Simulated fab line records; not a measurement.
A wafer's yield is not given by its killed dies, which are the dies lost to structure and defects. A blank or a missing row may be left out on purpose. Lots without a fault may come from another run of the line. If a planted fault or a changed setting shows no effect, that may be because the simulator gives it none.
Chamber matching :: flow n5-finfet :: pecvd-01 running N5_BEOL_M5_DEP_56: 3 sister chambers
The step deposits SiCN from 3MS/NH3, target thk 8 nm, time 14 s. 6 wafers are shown with their chamber, then 9 later ones without.

WAFERS, EACH WITH ITS CHAMBER
wafer: L082.3
chamber: 2
throttle-valve-pct (%): 8.2
showerhead-plenum-p-Torr (Torr): 3.635

wafer: L082.6
chamber: 2
throttle-valve-pct (%): 8.4
showerhead-plenum-p-Torr (Torr): 3.638

wafer: L085.4
chamber: 1
throttle-valve-pct (%): 8.7
showerhead-plenum-p-Torr (Torr): 3.671

wafer: L088.1
chamber: 0
throttle-valve-pct (%): 9.7
showerhead-plenum-p-Torr (Torr): 3.665

wafer: L088.4
chamber: 1
throttle-valve-pct (%): 8.7
showerhead-plenum-p-Torr (Torr): 3.684

wafer: L088.5
chamber: 0
throttle-valve-pct (%): 9.5
showerhead-plenum-p-Torr (Torr): 3.661

WAFERS MISSING THEIR CHAMBER
wafer: L090.1
throttle-valve-pct (%): 9.8
showerhead-plenum-p-Torr (Torr): 3.657

wafer: L090.3
throttle-valve-pct (%): 8.3
showerhead-plenum-p-Torr (Torr): 3.639

wafer: L090.6
throttle-valve-pct (%): 9.9
showerhead-plenum-p-Torr (Torr): 3.670

wafer: L092.2
throttle-valve-pct (%): 8.5
showerhead-plenum-p-Torr (Torr): 3.667

wafer: L092.4
throttle-valve-pct (%): 9.9
showerhead-plenum-p-Torr (Torr): 3.653

wafer: L092.5
throttle-valve-pct (%): 8.6
showerhead-plenum-p-Torr (Torr): 3.675

wafer: L093.1
throttle-valve-pct (%): 8.7
showerhead-plenum-p-Torr (Torr): 3.672

wafer: L093.4
throttle-valve-pct (%): 8.9
showerhead-plenum-p-Torr (Torr): 3.673

wafer: L093.6
throttle-valve-pct (%): 8.1
showerhead-plenum-p-Torr (Torr): 3.642

EACH ONE'S CHAMBER
wafer: L090.1
from the rows above: 0
in truth: 0

wafer: L090.3
from the rows above: 2
in truth: 2

wafer: L090.6
from the rows above: 0
in truth: 0

wafer: L092.2
from the rows above: 1
in truth: 1

wafer: L092.4
from the rows above: 0
in truth: 0

wafer: L092.5
from the rows above: 1
in truth: 1

wafer: L093.1
from the rows above: 1
in truth: 1

wafer: L093.4
from the rows above: 1
in truth: 1

wafer: L093.6
from the rows above: 2
in truth: 2
Correctly placed: 9 of 9. Number that these rows cannot place: 0. Number placed wrongly: 0.
How it was worked out, from the rows above alone: a wafer's distance from a chamber is the root of the sum, over the readings, of the square of ((its reading less the chamber's mean) divided by the reading's scatter). The wafer belongs to the nearest chamber; if the next one is less than 2 further off, it can't be placed. For every chamber, the mean is computed from those of its wafers that are shown. The scatter: take each reading less its chamber's mean, square it, sum over the shown wafers, divide by the number of wafers less the number of chambers, and take the root.
